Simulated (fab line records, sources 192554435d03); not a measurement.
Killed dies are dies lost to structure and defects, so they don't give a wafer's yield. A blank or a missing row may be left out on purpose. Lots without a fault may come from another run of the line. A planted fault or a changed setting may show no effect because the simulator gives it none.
One fault seen from 3 desks | flow n5_finfet | each desk has only its own numbers; what lay behind them comes last

THE METROLOGY DESK
What the gauges read, lot by lot, whatever tool the lot ran on: means of the sampled wafers that have a number. A lot is out of limits, marked OUT, if its mean lies more than 4 standard deviations from the usual mean; the brackets give that distance. Of its 27 readings 7 are shown: the one that was out of limits first, and those that lie furthest out on some lot.
Columns: A = trench_depth_nm at N5_BEOL_M10_OCD_MEAS_38, usual 149.9 nm; B = M10_THK at N5_BEOL_M10_THK_MEAS_53, usual 140 nm; C = M10_RS at N5_BEOL_M10_RS_MEAS_57, usual 0.150 ohm/sq; D = COMB_M15 at N5_BEOL_M15_RC_MEAS_101, usual 2.1e-12 S/m; E = COMB_M9 at N5_BEOL_M15_RC_MEAS_101, usual 1.4e-11 S/m; F = SERP_M10 at N5_BEOL_M15_RC_MEAS_101, usual 3.04 ohm/um; G = SERP_M10_max_site at N5_BEOL_M15_RC_MEAS_101, usual 3.13 ohm/um
lot  | first seen here | A               | B             | C                | D       | E       | F               | G
L645 | day 10 11:51    | 147.8           | 137           | 0.153            | 1.9e-12 | 1.2e-11 | 3.15            | 3.27
L644 | day 10 14:46    | 150.8           | 140           | 0.149            | 1.2e-12 | 1.8e-11 | 3.06            | 3.14
L659 | day 14 01:07    | 179.1 (+10) OUT | 174 (+11) OUT | 0.126 (-7.1) OUT | 2.9e-12 | 1.6e-11 | 2.58 (-5.4) OUT | 2.66 (-5.2) OUT
L661 | day 14 08:47    | 151.4           | 142           | 0.147            | 2.7e-12 | 1.5e-11 | 2.98            | 3.09
L666 | day 16 01:14    | 151.6           | 143           | 0.148            | 3.5e-12 | 1.4e-11 | 2.96            | 3.04
L667 | day 16 14:31    | 151.6           | 142           | 0.148            | 1.5e-12 | 8.3e-12 | 3.00            | 3.06
This desk's finding: out of limits on L659; first on L659, day 14 01:07 (trench_depth_nm at N5_BEOL_M10_OCD_MEAS_38). In limits: L645, L644, L661, L666, L667.

THE DEFECT DESK
What the inspections along the route counted, lot by lot: means of the sampled wafers that have a number. A lot is out of limits, marked OUT, if its mean lies more than 4 standard deviations from the usual mean; the brackets give that distance.
Columns: A = raw_defect_count at N5_BEOL_M10_INSPECT_30, usual 405
lot  | first seen here | A
L645 | day 10 11:19    | 383
L644 | day 10 14:14    | 604
L659 | day 14 00:35    | 358
L661 | day 14 08:16    | 370
L666 | day 16 00:43    | 488
L667 | day 16 13:59    | 314
This desk's finding: nothing out of limits on any of the 6 lots.

THE TOOL OWNER'S DESK: rie_diel-03
The tool's own readings at N5_BEOL_M10_TRENCH_ETCH_37 (etches SiCOH lowk in C4F6/O2, target depth 148.83 nm, time 48 s): means of the sampled wafers that have a number, for each lot that ran on this tool. A lot is out of limits, marked OUT, if its mean lies more than 4 standard deviations from the usual mean; the brackets give that distance.
Columns: A = C4F6_flow_sccm at N5_BEOL_M10_TRENCH_ETCH_37, usual 10.001 sccm; B = drypump_motor_current_A at N5_BEOL_M10_TRENCH_ETCH_37, usual 5.9 A; C = oes_product_au at N5_BEOL_M10_TRENCH_ETCH_37, usual 0.82 a.u.; D = rf_vpp_V at N5_BEOL_M10_TRENCH_ETCH_37, usual 665 V; E = showerhead_plenum_p_Torr at N5_BEOL_M10_TRENCH_ETCH_37, usual 2.83 Torr; F = throttle_valve_pct at N5_BEOL_M10_TRENCH_ETCH_37, usual 20.87 %
lot  | first seen here | A      | B   | C    | D   | E    | F
L645 | day 10 11:40    | 9.994  | 6.0 | 0.84 | 647 | 2.85 | 20.88
L644 | day 10 14:35    | 9.995  | 5.9 | 0.82 | 648 | 2.83 | 20.79
L659 | day 14 00:56    | 10.027 | 5.9 | 0.93 | 646 | 2.81 | 20.90
This desk's finding: nothing out of limits on any of the 3 lots.

PUT TOGETHER
The metrology desk could have raised an alarm at day 14 01:07, on L659.
The defect desk saw nothing out of limits.
The tool owner's desk saw nothing out of limits.
The defect desk has L659 on record, within its limits.
The tool owner's desk has L659 on record, within its limits.
Of the lots named, all ran N5_BEOL_M10_TRENCH_ETCH_37 on rie_diel-03.

WHAT THE SIMULATOR HAD PUT IN
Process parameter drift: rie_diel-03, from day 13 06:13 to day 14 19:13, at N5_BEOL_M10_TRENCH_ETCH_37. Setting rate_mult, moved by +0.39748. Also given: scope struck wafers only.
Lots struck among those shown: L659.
Hours from the fault's start to each desk's first reading out of limits: the metrology desk, 19.
